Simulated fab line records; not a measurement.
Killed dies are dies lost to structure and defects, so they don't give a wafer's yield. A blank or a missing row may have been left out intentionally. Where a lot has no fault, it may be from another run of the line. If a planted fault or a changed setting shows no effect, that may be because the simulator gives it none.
Which tool is to blame? | flow nand-harc | Sampling: 24 lots, 72 wafers, 2 of 1302 route steps

WHAT EACH GAUGE READ, for each wafer
NHARC_P_STI_INSPECT_25.
lot  | measured     | on                | raw-defect-count
L074 | day 4 05:47  | defect-inspect-01 | 211 244 232
L075 | day 4 18:44  | defect-inspect-02 | 356 244 148
L076 | day 4 18:44  | defect-inspect-01 | 234 200 303
L077 | day 5 08:50  | defect-inspect-02 | 211 181 249
L078 | day 5 13:34  | defect-inspect-02 | 172 142 242
L079 | day 5 23:23  | defect-inspect-02 | 202 118 161
L080 | day 6 12:41  | defect-inspect-02 | 170 189 234
L081 | day 7 05:49  | defect-inspect-02 | 202 141 132
L082 | day 7 10:37  | defect-inspect-02 | 329 279 331
L083 | day 7 21:30  | defect-inspect-01 | 294 311 216
L084 | day 8 03:51  | defect-inspect-01 | 326 230 225
L085 | day 8 14:16  | defect-inspect-01 | 213 188 238
L086 | day 9 06:38  | defect-inspect-02 | 173 146 293
L087 | day 9 06:38  | defect-inspect-01 | 318 175 217
L088 | day 10 01:48 | defect-inspect-01 | 236 213 276
L089 | day 10 01:48 | defect-inspect-02 | 203 246 272
L090 | day 10 14:29 | defect-inspect-02 | 215 133 122
L091 | day 11 00:55 | defect-inspect-01 | 210 215 226
L092 | day 11 15:32 | defect-inspect-02 | 125 156 140
L093 | day 11 21:22 | defect-inspect-02 | 117 177 220
L094 | day 12 07:17 | defect-inspect-02 | 274 188 270
L095 | day 12 18:52 | defect-inspect-02 | 301 243 237
L096 | day 13 06:56 | defect-inspect-02 | 185 156 107
L097 | day 13 11:45 | defect-inspect-02 | 147 113 191

EACH LOT AND THE TOOL THAT RAN IT (in order: tool; ch and the chambers of the sampled wafers; start)
lot  | NHARC_P_ZERO_WELL_DESCUM_26
L074 | rie-diel-11 ch 1,2, day 1 22:37
L075 | rie-diel-03 ch 0,3, day 2 08:56
L076 | rie-diel-11 ch 1,2,3, day 2 18:46
L077 | rie-diel-03 ch 0,2,3, day 3 04:52
L078 | rie-diel-02 ch 1,2,3, day 3 14:44
L079 | rie-diel-02 ch 0,1, day 4 00:44
L080 | rie-diel-03 ch 0,1,2, day 4 10:46
L081 | rie-diel-02 ch 1,3, day 4 21:14
L082 | rie-diel-02 ch 0,1,2, day 5 06:31
L083 | rie-diel-02 ch 0,1,2, day 5 16:40
L084 | rie-diel-02 ch 0,3, day 6 02:31
L085 | rie-diel-02 ch 1,2,3, day 6 12:56
L086 | rie-diel-11 ch 0,2,3, day 6 22:50
L087 | rie-diel-03 ch 0,1, day 7 09:22
L088 | rie-diel-03 ch 0,3, day 7 18:38
L089 | rie-diel-11 ch 1,2, day 8 05:31
L090 | rie-diel-02 ch 0,1, day 8 14:43
L091 | rie-diel-03 ch 0,1,2, day 9 00:33
L092 | rie-diel-02 ch 0,2, day 9 11:42
L093 | rie-diel-11 ch 0,1,2, day 9 20:57
L094 | rie-diel-03 ch 2,3, day 10 06:45
L095 | rie-diel-02 ch 0,1,2, day 10 16:59
L096 | rie-diel-02 ch 0,1,2, day 11 02:53
L097 | rie-diel-11 ch 2,3, day 11 12:46
- NHARC_P_ZERO_WELL_DESCUM_26: chemistry O2, time 3 s.

AS READ BY THE TOOLS THEMSELVES (means over the sampled wafers that have a number; for cases with no such wafer, the mark the record gives instead)
NHARC_P_ZERO_WELL_DESCUM_26.
lot  | tool        | drypump-motor-current-A (A) | oes-product-au (a.u.) | rf-vpp-V (V) | showerhead-plenum-p-Torr (Torr) | throttle-valve-pct (%)
L074 | rie-diel-11 | 5.6                         | 1.005                 | 58.1         | 1.89                            | 11.315
L075 | rie-diel-03 | 6.2                         | 0.994                 | 58.0         | 1.90                            | 11.308
L076 | rie-diel-11 | 5.9                         | 1.008                 | 57.9         | 1.85                            | 11.312
L077 | rie-diel-03 | 6.4                         | 1.002                 | 58.3         | 1.85                            | 11.315
L078 | rie-diel-02 | 5.7                         | 0.978                 | 58.0         | 1.90                            | 11.309
L079 | rie-diel-02 | 5.7                         | 0.997                 | 58.1         | 1.97                            | 11.314
L080 | rie-diel-03 | 6.3                         | 0.994                 | 57.1         | 1.83                            | 11.308
L081 | rie-diel-02 | 5.8                         | 0.987                 | 57.8         | 1.94                            | 11.305
L082 | rie-diel-02 | 5.6                         | 0.992                 | 57.5         | 1.95                            | 11.305
L083 | rie-diel-02 | 5.6                         | 0.982                 | 57.2         | 1.95                            | 11.310
L084 | rie-diel-02 | 5.7                         | 0.984                 | 56.5         | 1.82                            | 11.314
L085 | rie-diel-02 | 5.7                         | 0.989                 | 57.6         | 1.89                            | 11.310
L086 | rie-diel-11 | 6.0                         | 1.013                 | 57.0         | 1.85                            | 11.314
L087 | rie-diel-03 | 6.3                         | 0.998                 | 56.7         | 1.84                            | 11.311
L088 | rie-diel-03 | 6.3                         | 1.001                 | 57.5         | 1.88                            | 11.307
L089 | rie-diel-11 | 5.6                         | 1.010                 | 57.4         | 1.84                            | 11.307
L090 | rie-diel-02 | 5.7                         | 1.002                 | 58.0         | 1.96                            | 11.315
L091 | rie-diel-03 | 6.3                         | 1.002                 | 57.7         | 1.82                            | 11.315
L092 | rie-diel-02 | 5.5                         | 0.993                 | 57.4         | 1.89                            | 11.313
L093 | rie-diel-11 | 5.7                         | 1.013                 | 58.1         | 1.89                            | 11.308
L094 | rie-diel-03 | 6.4                         | 1.004                 | 57.9         | 1.85                            | 11.315
L095 | rie-diel-02 | 5.6                         | 1.000                 | 57.5         | 1.94                            | 11.306
L096 | rie-diel-02 | 5.6                         | 0.987                 | 58.3         | 1.94                            | 11.316
L097 | rie-diel-11 | 6.0                         | 1.010                 | 56.5         | 1.79                            | 11.308

THE ANSWER, worked out from the rows above alone
Rule: usual is defined by the lots themselves. Put in order of their means at a reading, lots are off if they are a third of the lots or fewer, leave a main group of 4 or more, and stand apart from it by a gap of 3 or more times the standard deviation of the main group's means; of several such gaps the widest counts. A main group is skipped when, at the precision printed for the reading in the tables above, its means are all equal. A lot without any number at a reading at which 4 lots or more have one is off too. Where the step has rows for the other lots, those lots are counted as sound. The gauges are gone through in route order, then the tools' own readings, and for those a lot's mean is taken as printed above. The first step at which some lot is off is used, and at that step the reading that is off furthest; a lot without a number counts as furthest.
Across all readings shown, no lot is off: no conclusion can be drawn from this.

WHAT THE SIMULATOR HAD INSERTED
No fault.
